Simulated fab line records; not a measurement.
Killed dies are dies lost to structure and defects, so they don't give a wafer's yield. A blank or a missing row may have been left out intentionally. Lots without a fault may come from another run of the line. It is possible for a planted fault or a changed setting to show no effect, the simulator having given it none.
fab line records	flow n5_finfet
record lots=6	wafers=17	last_day=15
route steps=1938 shown STI_FIN_REVEAL@185 BEOL_M4@1111 PASSIVATION@1936
lots untouched by any fault: they come from a run of this same line in which no faults occurred
start_h: the number of hours between the record's first day and the start of the first shown wafer of the lot	wait_h: time in hours since the lot's previous step	" same as the row above	L1.1+2: one row covering several wafers at once	- no value, or no start given	* or withheld: withheld	< > ~ a bound
route shown NAME@n: a module of which the file shows steps, and the number in the route of the first	usual: average and standard deviation across the fault-free wafers	same: alike in all rows	chamber/n: place in a boat	sites: each site's reading	_std_site: how widely they spread, as a standard deviation	_edge_site: inner sites' mean taken away from outer sites' mean	radius_mm: how far each site lies from the wafer's centre	mask NAME#n: copy n	behind: tool/chamber where the wafer was last shaped	hold: what put the lot on hold/how long, in hours/how the hold closed	device: names the non-switching transistor (n, p or np)	end of line: tests run on the same wafers once the route is complete	step lacking rows: just its recipe	killed: dies that structure and defects cost at the first sort, which is not the same as the wafer's yield	map: dies across one wafer; x = killed, . = not, _ = none there
set.NAME: the run value of the setting; set.NAME@STEP: its run value at that earlier step	model.NAME: the simulator's own value behind a step, which no gauge read
certain route steps with their lots: each step a table, each wafer a row
services: a tool's chamber out of use, with start hour (start_h, from the record's first day; less than 0 if before it), hours out, and reason
## steps
# step N5_STI_FIN_REVEAL_FCVD_FILL_01
# recipe material=SiO2_flowable	target_thk_a=3120	temp_c=100	pressure_torr=0.8	rf_w=2000	time_s=512.2
# step N5_STI_FIN_REVEAL_DENSIFY_02
# recipe temp_c=650	ambient=steam	time_s=1800	idle_temp_c=400	densification_p_h2o_torr=640
# step N5_STI_FIN_REVEAL_CMP_04
# recipe stop_on=Si3N4	t_overpolish_s=4	down_force_psi=2	platen_rpm=54.18	post_cmp_clean=alkaline_brush	pad_velocity_m_s=1.078	target_thk_nm=131.83
# usual motor_current_A=8.0/0.85	overpolish_run_s=3.999/0.0093	time_to_endpoint_s=104/4.6
lot.wafer	tool	chamber	start_h	wait_h	motor_current_A	overpolish_run_s	time_to_endpoint_s
L809.2	cmp-03	2	58.49	0.0	7.7	4.009	105
L809.3	"	0	"	"	8.3	4.001	99
L809.5	"	3	"	"	8.5	4.012	94
L810.3	cmp-01	2	65.14	0.1	6.1	4.004	108
L810.5	"	1	"	"	8.6	4.011	108
L817.4	cmp-02	0	106.57	0.0	8.5	3.996	101
L817.1	"	2	"	"	9.4	4.010	101
L817.5	"	0	"	"	8.3	4.008	103
L819.2	cmp-03	2	117.31	0.1	7.6	3.999	111
L819.3	"	3	"	"	8.6	3.982	105
L819.4	"	0	"	"	8.2	4.000	104
L821.2	cmp-01	0	129.18	0.1	6.4	4.004	106
L821.1	"	2	"	"	5.7	3.996	101
L821.6	"	0	"	"	6.1	4.016	103
L822.2	cmp-03	2	135.79	0.0	8.2	4.024	112
L822.4	"	0	"	"	7.8	4.003	102
L822.6	"	3	"	"	8.2	3.993	104
# step N5_STI_FIN_REVEAL_THK_MEAS_05
# usual thk_nm=132.1/1.1
lot.wafer	tool	chamber	start_h	wait_h	thk_nm
L809.2	film_metro-01	-	58.79	-	133.4
L809.3	"	-	"	"	131.3
L809.5	"	-	"	"	131.5
L810.3	film_metro-01	-	65.36	-	131.9
L810.5	"	-	"	"	132.3
L817.1	film_metro-01	-	106.87	-	132.8
L817.4	"	-	"	"	133.2
L817.5	"	-	"	"	133.4
L819.2	film_metro-02	-	117.57	-	133.9
L819.3	"	-	"	"	131.3
L819.4	"	-	"	"	132.0
L821.1	film_metro-02	-	129.44	-	131.4
L821.2	"	-	"	"	131.0
L821.6	"	-	"	"	131.8
L822.2	film_metro-02	-	136.09	-	133.6
L822.4	"	-	"	"	132.6
L822.6	"	-	"	"	132.4
# step N5_STI_FIN_REVEAL_DENSIFY_30
# recipe temp_c=*	time_s=*	ambient=N2	idle_temp_c=600	ramp_up_c_per_s=150	ramp_down_c_per_s=60	cool_to_c=600
# usual lamp_power_pct=11.54/0.051	lamp_zone_3_pct=11.525/0.021	wafer_temp_C_max=*
# same time_s=*
lot.wafer	tool	chamber	start_h	wait_h	lamp_power_pct	lamp_zone_3_pct	wafer_temp_C_max
L809.2	rtp_anneal-01	0	59.08	0.3	11.58	11.531	*
L809.3	"	0	"	"	11.55	11.499	*
L809.5	"	0	"	"	11.60	11.494	*
L810.3	rtp_anneal-01	0	65.44	0.1	11.56	11.550	*
L810.5	"	0	"	"	11.55	11.527	*
L817.1	rtp_anneal-02	0	106.90	0.0	11.50	11.556	*
L817.4	"	0	"	"	11.61	11.512	*
L817.5	"	0	"	"	11.62	11.542	*
L819.2	rtp_anneal-01	0	117.62	0.1	11.55	11.519	*
L819.3	"	0	"	"	11.52	11.502	*
L819.4	"	0	"	"	11.52	11.517	*
L821.1	rtp_anneal-01	0	129.46	0.0	11.54	11.533	*
L821.2	"	0	"	"	11.44	11.526	*
L821.6	"	0	"	"	11.52	11.519	*
L822.2	rtp_anneal-02	0	136.15	0.1	11.48	11.513	*
L822.4	"	0	"	"	11.66	11.513	*
L822.6	"	0	"	"	11.55	11.511	*
# step N5_STI_FIN_REVEAL_ETCHBACK_08
# recipe chemistry=C4F6/O2	target=SiO2	target_depth_a=305	time_s=10.167	ion_energy_ev=250	pressure_mtorr=30	source_w=345	bias_w=185	Ar_flow_sccm=300	C4F6_flow_sccm=10	O2_flow_sccm=10
# usual drypump_motor_current_A=5.7/0.48	oes_ar_750_au=0.79/0.072	oes_product_au=0.79/0.076	rf_vpp_V=665/19	showerhead_plenum_p_Torr=2.87/0.082	throttle_valve_pct=21.09/0.24
# same time_s=10.167
lot.wafer	tool	chamber	start_h	wait_h	drypump_motor_current_A	oes_ar_750_au	oes_product_au	rf_hours_counter_h	rf_vpp_V	showerhead_plenum_p_Torr	throttle_valve_pct
L809.2	rie_diel-01	2	59.26	0.2	6.3	0.74	0.72	211	637	2.83	21.16
L809.3	"	0	"	"	5.8	0.77	0.79	121	663	2.87	20.99
L809.5	"	2	"	"	6.3	0.73	0.71	-	636	2.83	21.16
L810.3	rie_diel-06	0	65.71	0.2	6.7	0.71	0.71	-	662	2.92	21.30
L810.5	"	2	"	"	5.9	0.81	0.84	-	689	3.01	21.25
L817.1	rie_diel-01	0	107.25	0.3	5.8	0.76	0.76	139	662	2.86	21.00
L817.4	"	1	"	"	6.4	0.80	0.82	90	670	2.78	21.03
L817.5	"	0	"	"	5.8	0.76	0.76	-	663	2.86	21.00
L819.2	rie_diel-02	1	117.81	0.2	5.5	0.70	0.70	193	681	2.93	20.91
L819.3	"	3	"	"	5.2	0.75	0.74	172	666	2.96	21.62
L819.4	"	0	"	"	6.1	0.84	0.84	60	669	2.91	20.86
L821.1	rie_diel-02	2	129.98	0.5	5.1	0.90	0.90	34	629	2.78	20.77
L821.2	"	0	"	"	6.1	0.83	0.82	66	668	2.91	20.85
L821.6	"	1	"	"	5.5	0.70	0.70	-	680	2.92	20.93
L822.2	rie_diel-06	3	136.33	0.2	5.6	0.76	0.78	133	683	2.75	21.08
L822.4	"	2	"	"	5.9	0.79	0.79	-	688	3.00	21.27
L822.6	"	3	"	"	5.6	0.76	0.77	-	682	2.75	21.08
# step N5_STI_FIN_REVEAL_STRIP_24
# recipe chemistry=N2/H2	time_s=90	power_w=100	temp_c=40	pressure_mtorr=100	rf_frequency_hz=6e+07	bias_power_w=3	n2_flow_sccm=300	h2_flow_sccm=300
# usual bias_power_w=3.000/0.0088	chamber_pressure_mTorr=100.01/0.089	drypump_motor_current_A=5.7/0.48	oes_product_au=0.79/0.074	rf_vpp_V=45.3/0.89	showerhead_plenum_p_Torr=3.41/0.1	throttle_valve_pct=12.11/0.26
# same time_s=90
lot.wafer	tool	chamber	start_h	wait_h	bias_power_w	chamber_pressure_mTorr	drypump_motor_current_A	oes_product_au	rf_hours_counter_h	rf_vpp_V	showerhead_plenum_p_Torr	throttle_valve_pct
L809.2	rie_diel-01	2	59.30	0.0	2.991	99.86	6.3	0.73	211	45.7	3.32	12.14
L809.3	"	0	"	"	3.014	99.94	5.8	0.78	121	45.3	3.39	11.96
L809.5	"	2	"	"	2.991	99.96	6.3	0.73	-	45.9	3.32	12.13
L810.3	rie_diel-06	0	65.79	0.1	3.006	100.07	6.7	0.71	-	45.0	3.48	12.51
L810.5	"	2	"	"	3.000	99.81	5.9	0.82	-	46.7	3.58	12.13
L817.1	rie_diel-01	0	107.28	0.0	2.998	100.05	5.8	0.75	139	44.9	3.38	12.00
L817.4	"	1	"	"	2.988	100.03	6.4	0.81	90	45.2	3.28	11.96
L817.5	"	0	"	"	2.998	100.08	5.7	0.76	-	45.7	3.38	12.01
L819.2	rie_diel-02	1	117.84	0.0	2.997	99.98	5.5	0.70	193	47.1	3.48	12.13
L819.3	"	3	"	"	2.985	100.12	5.2	0.72	172	46.0	3.53	12.72
L819.4	"	0	"	"	3.002	99.90	6.1	0.85	60	45.1	3.44	11.83
L821.1	rie_diel-02	2	130.02	0.0	2.992	100.10	5.1	0.89	34	43.2	3.31	11.83
L821.2	"	0	"	"	3.003	99.91	6.1	0.84	66	45.8	3.44	11.85
L821.6	"	1	"	"	3.003	100.11	5.5	0.70	-	45.1	3.48	12.16
L822.2	rie_diel-06	3	136.36	0.0	3.013	100.07	5.6	0.77	133	45.0	3.26	12.13
L822.4	"	2	"	"	2.981	99.93	5.9	0.81	-	45.1	3.56	12.19
L822.6	"	3	"	"	2.997	99.93	5.7	0.78	-	44.6	3.26	12.11
# step N5_STI_FIN_REVEAL_PRECLEAN_25
# recipe chemistry=SPM	time_s=90	temp_c=120	mix=4:1
# step N5_STI_FIN_REVEAL_PRECLEAN_26
# recipe chemistry=SC1	time_s=45	temp_c=46	mix=1:2:100
# step N5_STI_FIN_REVEAL_PRECLEAN_29
# recipe chemistry=DHF	time_s=30	temp_c=25	dilution=300:1
# step N5_STI_FIN_REVEAL_SRD_12
# recipe time_s=30	temp_c=23	rinse_liquid=diw	dry=ipa_marangoni
# step N5_STI_FIN_REVEAL_RECESS_09
# recipe chemistry=HF/NH3	target=SiO2	afs_cycles=11	target_depth_a=425	temp_c=30	sublimation_temp_c=180	sublimation_time_s=60
# usual drypump_motor_current_A=6.2/0.45	foreline_p_Torr=0.1280/0.00051
lot.wafer	tool	chamber	start_h	wait_h	drypump_motor_current_A	foreline_p_Torr
L809.2	vapor_etch-01	0	59.52	0.0	6.6	0.1287
L809.3	"	0	"	"	6.5	0.1282
L809.5	"	1	"	"	6.2	0.1281
L810.3	vapor_etch-01	0	66.53	0.6	6.6	0.1285
L810.5	"	0	"	"	6.6	0.1281
L817.1	vapor_etch-01	1	107.50	0.0	6.2	0.1290
L817.4	"	1	"	"	6.2	0.1279
L817.5	"	1	"	"	6.2	0.1283
L819.2	vapor_etch-02	0	118.06	0.0	5.2	0.1278
L819.3	"	0	"	"	5.2	0.1282
L819.4	"	1	"	"	6.0	0.1280
L821.1	vapor_etch-01	1	130.23	0.0	6.2	0.1277
L821.2	"	0	"	"	6.5	0.1279
L821.6	"	1	131.29	1.1	6.2	0.1284
L822.2	vapor_etch-02	1	136.59	0.0	6.0	0.1282
L822.4	"	1	"	"	6.0	0.1279
L822.6	"	1	"	"	6.0	0.1280
# step N5_STI_FIN_REVEAL_STRIP_16
# recipe chemistry=H3PO4	material=SiNx	temp_c=165	target_depth_a=238	overetch_fraction=0.4964	dry=ipa_marangoni
# usual bath_guard_temp_C=164.9/0.44	bath_heat_duty_pct=27.7/2.5
lot.wafer	tool	chamber	start_h	wait_h	bath_guard_temp_C	bath_heat_duty_pct	model.SiNx_of_FIN_SAQP_HM_DEP_03.thk_nm
L809.2	wet_bench-02	1	61.13	1.1	165.3	27.9	0
L809.3	"	3	"	"	164.5	26.9	0
L809.5	"	2	"	"	165.2	25.9	0
L810.3	wet_bench-06	6	67.62	0.6	164.8	27.7	0
L810.5	"	3	"	"	164.7	25.6	0
L817.1	wet_bench-01	0	109.13	1.1	164.5	24.2	0
L817.4	"	2	"	"	164.7	30.5	0
L817.5	"	5	"	"	165.5	31.5	0
L819.2	wet_bench-01	2	119.67	1.1	164.9	30.9	0
L819.3	"	6	"	"	164.4	26.9	0
L819.4	"	1	"	"	165.5	26.2	0
L821.1	wet_bench-06	3	131.85	1.1	-	-	17.2
L821.2	"	7	"	"	-	-	17.4
L821.6	"	2	"	"	-	-	17.6
L822.2	wet_bench-02	3	138.21	1.1	-	-	18
L822.4	"	1	"	"	-	-	18.4
L822.6	"	4	"	"	-	-	18.2
# step N5_STI_FIN_REVEAL_PRECLEAN_17
# recipe chemistry=NF3:NH3	afs_cycles=1	temp_c=30	time_s=20	sublimation_temp_c=180	sublimation_time_s=60	pressure_torr=3	rf_power_w=30
# step N5_BEOL_M4_RC_MEAS_101
# usual DIBL_N=35.8/1.7	DIBL_P=35.9/1.9	IOFF_N=0.151/0.028	IOFF_P=0.21/0.037	ION_N=673/12	ION_P=463/8.3	SS_N=71.4/0.59	SS_P=73.2/0.63	VT_N=250/3.2	VT_P=-250/3.7
lot.wafer	tool	chamber	start_h	wait_h	DIBL_N[mV/V]	DIBL_P[mV/V]	IOFF_N[nA/um]	IOFF_P[nA/um]	ION_N[uA/um]	ION_P[uA/um]	SS_N[mV/dec]	SS_P[mV/dec]	VT_N[mV]	VT_P[mV]
L810.3	prober-01	0	195.84	0.3	35.1	33.0	0.125	0.20	665	461	71.3	72.5	253	-248
L810.5	"	0	"	"	35.7	35.4	0.159	0.24	687	478	70.3	72.7	247	-245
L809.2	prober-02	0	196.01	0.2	33.2	32.8	0.117	0.17	645	449	70.8	72.2	258	-253
L809.3	"	0	"	"	31.7	31.4	0.102	0.16	661	464	70.5	72.1	252	-254
L809.5	"	0	"	"	33.5	33.6	0.123	0.18	656	451	70.6	72.7	252	-251
L817.1	prober-02	0	238.15	0.0	34.3	32.7	0.113	0.14	661	453	70.9	72.5	255	-256
L817.4	"	0	"	"	34.0	34.4	0.120	0.16	662	457	70.8	72.1	250	-255
L817.5	"	0	"	"	35.4	35.3	0.137	0.18	674	462	70.9	73.1	250	-254
L819.2	prober-01	0	245.02	0.2	33.8	34.0	0.130	0.20	663	458	71.6	72.7	253	-248
L819.3	"	0	"	"	34.8	36.4	0.146	0.23	664	464	71.7	73.2	249	-248
L819.4	"	0	"	"	37.1	39.2	0.196	0.28	683	471	71.7	73.1	247	-243
# step N5_PASSIVATION_PROBE_49
# usual defect_limited_yield=91.4/1.5	killed_at_M0_to_M3=33/9.8	killed_at_M4_up=14/5.5	killed_at_contacts=12/6.5	killed_at_front_end=38/11	killed_at_other=3/3.1	killed_dies=101/17	killed_on_rim=14/4.4	killed_open=66/13	killed_short=32/7.5	sort_bin_5_function=5.0/1	sort_bin_6_memory=3.2/0.69	sort_n_pass=1079/17	sort_yield_pct=91.4/1.5
# same gross_dies=1180	killed_at_back_side=0	sort_bin_4_leakage[%]=0	sort_bin_8_speed[%]=0
lot.wafer	tool	chamber	start_h	wait_h	defect_limited_yield[%]	killed_at_M0_to_M3	killed_at_M4_up	killed_at_contacts	killed_at_front_end	killed_at_other	killed_dies	killed_on_rim	killed_open	killed_short	sort_bin_5_function[%]	sort_bin_6_memory[%]	sort_n_pass	sort_yield_pct[%]
L810.3	prober-01	-	297.62	0.1	90.5	33	5	20	50	4	112	13	77	33	5.8	3.2	1068	90.5
L810.5	prober-01	-	297.72	0.2	87.3	40	16	33	60	1	150	17	92	55	7.2	4.7	1030	87.3
L819.2	prober-01	-	361.95	0.1	92.2	24	17	6	44	1	92	19	63	19	3.9	2.7	1088	92.2
L819.3	prober-01	-	362.00	0.1	92.1	31	14	3	43	2	93	12	57	35	4.8	2.9	1087	92.1
L819.4	prober-01	-	362.05	0.2	93.1	28	16	9	29	0	82	11	59	21	3.6	3.1	1098	93.1
L821.1	prober-01	-	365.33	0.0	0	34	13	6	1118	9	1180	152	74	30	96.2	3.3	0	0
L821.2	prober-01	-	365.38	0.1	0	50	15	12	1099	4	1180	152	95	33	95.8	3.8	0	0
L821.6	prober-01	-	365.58	0.3	0	43	17	15	1104	1	1180	152	72	49	95.5	4.0	0	0
L822.2	prober-01	-	367.35	0.1	0	31	7	3	1136	3	1180	152	51	24	97.4	2.5	0	0
L822.4	prober-01	-	367.45	0.2	0	43	5	6	1125	1	1180	152	78	31	95.7	4.2	0	0
L822.6	prober-01	-	367.55	0.3	0	45	12	5	1117	1	1180	152	66	20	97.3	2.7	0	0
# killed by level:class
L810.3 STI_FIN_REVEAL:geometric_particle:open=16 MOL_CONTACT_COAG:geometric_particle:open=13 FIN_SAQP:geometric_particle:short=10 BEOL_M0_SAQP:geometric_particle:open=8 MOL_CONTACT_COAG:geometric_particle:short=7 BEOL_M3:geometric_particle:open=7 BEOL_M2:geometric_particle:open=6 FIN_SAQP:geometric_particle:open=5
L810.5 MOL_CONTACT_COAG:geometric_particle:open=27 STI_FIN_REVEAL:geometric_particle:open=15 GATE_CUT:geometric_particle:short=9 FIN_SAQP:geometric_particle:short=7 ILD0:geometric_particle:short=7 STI_FIN_REVEAL:geometric_particle:short=6 BEOL_M0:geometric_particle:open=6 ILD0:geometric_particle:open=6
L819.2 BEOL_M4:geometric_particle:open=14 BEOL_M0_SAQP:geometric_particle:open=8 HKMG_FIN:area_etch=8 DUMMY_GATE:geometric_particle:open=7 GATE_CUT:geometric_particle:short=7 FIN_SAQP:geometric_particle:open=6 MOL_CONTACT_COAG:geometric_particle:open=6 BEOL_M0_SAQP:geometric_particle:short=5
L819.3 BEOL_M1:geometric_particle:open=8 FIN_SAQP:geometric_particle:open=6 DUMMY_GATE:geometric_particle:open=6 BEOL_M0_SAQP:geometric_particle:open=6 BEOL_M0_SAQP:geometric_particle:short=6 STARTING-WAFER:geometric_particle:open=6 GATE_CUT:geometric_particle:short=5 STARTING-WAFER:geometric_particle:short=5
L819.4 BEOL_M0_SAQP:geometric_particle:open=9 BEOL_M4:geometric_particle:open=9 DUMMY_GATE:geometric_particle:open=8 MOL_CONTACT_COAG:geometric_particle:open=8 BEOL_M0:geometric_particle:open=7 BEOL_M2:geometric_particle:open=7 STI_FIN_REVEAL:geometric_particle:open=4 GATE_CUT:geometric_particle:short=4
L821.1 STI_FIN_REVEAL:area_strip=1075 STI_FIN_REVEAL:geometric_particle:open=14 BEOL_M0:geometric_particle:open=7 MOL_CONTACT_COAG:geometric_particle:open=6 BEOL_M0_SAQP:geometric_particle:open=6 DUMMY_GATE:geometric_particle:open=5 BEOL_M0_SAQP:geometric_particle:short=5 BEOL_M1:geometric_particle:open=5
L821.2 STI_FIN_REVEAL:area_strip=1050 BEOL_M2:geometric_particle:open=12 BEOL_M1:geometric_particle:open=11 MOL_CONTACT_COAG:geometric_particle:open=10 BEOL_M0_SAQP:geometric_particle:open=9 STI_FIN_REVEAL:geometric_particle:open=8 FIN_SAQP:geometric_particle:short=7 DUMMY_GATE:geometric_particle:open=7
L821.6 STI_FIN_REVEAL:area_strip=1059 BEOL_M0_SAQP:geometric_particle:open=17 BEOL_M0_SAQP:geometric_particle:short=12 GATE_CUT:geometric_particle:short=11 MOL_CONTACT_COAG:geometric_particle:open=11 BEOL_M5:geometric_particle:open=8 DUMMY_GATE:geometric_particle:open=6 FIN_SAQP:geometric_particle:short=5
L822.2 STI_FIN_REVEAL:area_strip=1105 FIN_SAQP:geometric_particle:open=15 BEOL_M2:geometric_particle:open=9 BEOL_M3:geometric_particle:open=6 BEOL_M0_SAQP:geometric_particle:short=5 BEOL_M0_SAQP:geometric_particle:open=5 FIN_SAQP:geometric_particle:short=4 BEOL_M4:geometric_particle:open=4
L822.4 STI_FIN_REVEAL:area_strip=1071 BEOL_M3:geometric_particle:open=15 STI_FIN_REVEAL:geometric_particle:open=14 FIN_SAQP:geometric_particle:open=7 FIN_SAQP:geometric_particle:short=6 MOL_CONTACT_COAG:geometric_particle:open=6 BEOL_M0_SAQP:geometric_particle:short=6 BEOL_M2:geometric_particle:open=6
L822.6 STI_FIN_REVEAL:area_strip=1091 BEOL_M3:geometric_particle:open=24 BEOL_M0_SAQP:geometric_particle:short=6 BEOL_M2:geometric_particle:open=6 FIN_SAQP:geometric_particle:open=5 MOL_CONTACT_COAG:geometric_particle:open=5 STI_FIN_REVEAL:geometric_particle:open=4 GATE_CUT:geometric_particle:open=4
# map L821.1 (x killed, . not)
_________________xxxxxxxxxxxx________________
______________xxxxxxxxxxxxxxxxxx_____________
___________xxxxxxxxxxxxxxxxxxxxxxxx__________
__________xxxxxxxxxxxxxxxxxxxxxxxxxx_________
________xxxxxxxxxxxxxxxxxxxxxxxxxxxxxx_______
_______xxxxxxxxxxxxxxxxxxxxxxxxxxxxxxxx______
______xxxxxxxxxxxxxxxxxxxxxxxxxxxxxxxxxx_____
_____xxxxxxxxxxxxxxxxxxxxxxxxxxxxxxxxxxxx____
____xxxxxxxxxxxxxxxxxxxxxxxxxxxxxxxxxxxxxx___
___xxxxxxxxxxxxxxxxxxxxxxxxxxxxxxxxxxxxxxxx__
___xxxxxxxxxxxxxxxxxxxxxxxxxxxxxxxxxxxxxxxx__
__xxxxxxxxxxxxxxxxxxxxxxxxxxxxxxxxxxxxxxxxxx_
__xxxxxxxxxxxxxxxxxxxxxxxxxxxxxxxxxxxxxxxxxx_
_xxxxxxxxxxxxxxxxxxxxxxxxxxxxxxxxxxxxxxxxxxxx
_xxxxxxxxxxxxxxxxxxxxxxxxxxxxxxxxxxxxxxxxxxxx
_xxxxxxxxxxxxxxxxxxxxxxxxxxxxxxxxxxxxxxxxxxxx
_xxxxxxxxxxxxxxxxxxxxxxxxxxxxxxxxxxxxxxxxxxxx
_xxxxxxxxxxxxxxxxxxxxxxxxxxxxxxxxxxxxxxxxxxxx
_xxxxxxxxxxxxxxxxxxxxxxxxxxxxxxxxxxxxxxxxxxxx
_xxxxxxxxxxxxxxxxxxxxxxxxxxxxxxxxxxxxxxxxxxxx
_xxxxxxxxxxxxxxxxxxxxxxxxxxxxxxxxxxxxxxxxxxxx
__xxxxxxxxxxxxxxxxxxxxxxxxxxxxxxxxxxxxxxxxxx_
__xxxxxxxxxxxxxxxxxxxxxxxxxxxxxxxxxxxxxxxxxx_
___xxxxxxxxxxxxxxxxxxxxxxxxxxxxxxxxxxxxxxxx__
___xxxxxxxxxxxxxxxxxxxxxxxxxxxxxxxxxxxxxxxx__
____xxxxxxxxxxxxxxxxxxxxxxxxxxxxxxxxxxxxxx___
_____xxxxxxxxxxxxxxxxxxxxxxxxxxxxxxxxxxxx____
______xxxxxxxxxxxxxxxxxxxxxxxxxxxxxxxxxx_____
_______xxxxxxxxxxxxxxxxxxxxxxxxxxxxxxxx______
________xxxxxxxxxxxxxxxxxxxxxxxxxxxxxx_______
__________xxxxxxxxxxxxxxxxxxxxxxxxxx_________
___________xxxxxxxxxxxxxxxxxxxxxxxx__________
______________xxxxxxxxxxxxxxxxxx_____________
_________________xxxxxxxxxxxx________________
# map L822.2 (x killed, . not)
_________________xxxxxxxxxxxx________________
______________xxxxxxxxxxxxxxxxxx_____________
___________xxxxxxxxxxxxxxxxxxxxxxxx__________
__________xxxxxxxxxxxxxxxxxxxxxxxxxx_________
________xxxxxxxxxxxxxxxxxxxxxxxxxxxxxx_______
_______xxxxxxxxxxxxxxxxxxxxxxxxxxxxxxxx______
______xxxxxxxxxxxxxxxxxxxxxxxxxxxxxxxxxx_____
_____xxxxxxxxxxxxxxxxxxxxxxxxxxxxxxxxxxxx____
____xxxxxxxxxxxxxxxxxxxxxxxxxxxxxxxxxxxxxx___
___xxxxxxxxxxxxxxxxxxxxxxxxxxxxxxxxxxxxxxxx__
___xxxxxxxxxxxxxxxxxxxxxxxxxxxxxxxxxxxxxxxx__
__xxxxxxxxxxxxxxxxxxxxxxxxxxxxxxxxxxxxxxxxxx_
__xxxxxxxxxxxxxxxxxxxxxxxxxxxxxxxxxxxxxxxxxx_
_xxxxxxxxxxxxxxxxxxxxxxxxxxxxxxxxxxxxxxxxxxxx
_xxxxxxxxxxxxxxxxxxxxxxxxxxxxxxxxxxxxxxxxxxxx
_xxxxxxxxxxxxxxxxxxxxxxxxxxxxxxxxxxxxxxxxxxxx
_xxxxxxxxxxxxxxxxxxxxxxxxxxxxxxxxxxxxxxxxxxxx
_xxxxxxxxxxxxxxxxxxxxxxxxxxxxxxxxxxxxxxxxxxxx
_xxxxxxxxxxxxxxxxxxxxxxxxxxxxxxxxxxxxxxxxxxxx
_xxxxxxxxxxxxxxxxxxxxxxxxxxxxxxxxxxxxxxxxxxxx
_xxxxxxxxxxxxxxxxxxxxxxxxxxxxxxxxxxxxxxxxxxxx
__xxxxxxxxxxxxxxxxxxxxxxxxxxxxxxxxxxxxxxxxxx_
__xxxxxxxxxxxxxxxxxxxxxxxxxxxxxxxxxxxxxxxxxx_
___xxxxxxxxxxxxxxxxxxxxxxxxxxxxxxxxxxxxxxxx__
___xxxxxxxxxxxxxxxxxxxxxxxxxxxxxxxxxxxxxxxx__
____xxxxxxxxxxxxxxxxxxxxxxxxxxxxxxxxxxxxxx___
_____xxxxxxxxxxxxxxxxxxxxxxxxxxxxxxxxxxxx____
______xxxxxxxxxxxxxxxxxxxxxxxxxxxxxxxxxx_____
_______xxxxxxxxxxxxxxxxxxxxxxxxxxxxxxxx______
________xxxxxxxxxxxxxxxxxxxxxxxxxxxxxx_______
__________xxxxxxxxxxxxxxxxxxxxxxxxxx_________
___________xxxxxxxxxxxxxxxxxxxxxxxx__________
______________xxxxxxxxxxxxxxxxxx_____________
_________________xxxxxxxxxxxx________________
## services
tool	chamber	start_h	hours	kind
cmp-02	-	37.85	4.0	pm
cmp-02	-	41.85	-	consumable_replace:conditioner
cmp-02	-	41.85	-	consumable_replace:pad
rie_diel-06	3	64.66	2.3	repair
rie_diel-06	1	65.05	7.5	repair
rie_diel-02	-	69.83	0.6	repair
rie_diel-02	0	76.98	6.3	repair
vapor_etch-01	-	84.43	0.4	repair
cmp-01	-	92.75	0.5	repair
cmp-01	-	99.49	18.1	pm
cmp-03	-	111.77	2.7	repair
rie_diel-06	2	114.80	11.1	repair
rie_diel-06	0	134.71	-	clean
rie_diel-06	0	134.71	-	consumable_replace:focus_ring
rie_diel-06	0	134.71	19.3	scheduled_down
rie_diel-06	0	134.71	19.3	vent_cycle
## key
first_sign step=N5_STI_FIN_REVEAL_STRIP_16	reading=tool_record	direction=missing
effect step=N5_PASSIVATION_PROBE_49	reading=killed_at_front_end	direction=up	sigmas=94	usual=38	struck=1116
model_effect step=N5_STI_FIN_REVEAL_STRIP_16	value=SiNx_of_FIN_SAQP_HM_DEP_03.thk_nm	without=0	struck=17.8
more_kills_born_at N5_STI_FIN_REVEAL_STRIP_16@wet_bench-02=3265	N5_STI_FIN_REVEAL_STRIP_16@wet_bench-06=3184
met_at N5_STI_FIN_REVEAL_STRIP_16
struck_wafers L821.1,L821.2,L821.6,L822.2,L822.4,L822.6
later_rows_left_out L821.1,L821.2,L821.6,L822.2,L822.4,L822.6
onset_between 67.62 131.85
fault kind=skipped_step_whole	tool=wet_bench-02,wet_bench-06	chamber=-	onset_h=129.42	steps=N5_STI_FIN_REVEAL_STRIP_16	scope=struck_lots_only
# later_rows_left_out: the simulator's readings of these wafers behind a module that went badly wrong aren't trusted and aren't shown, but for the sort
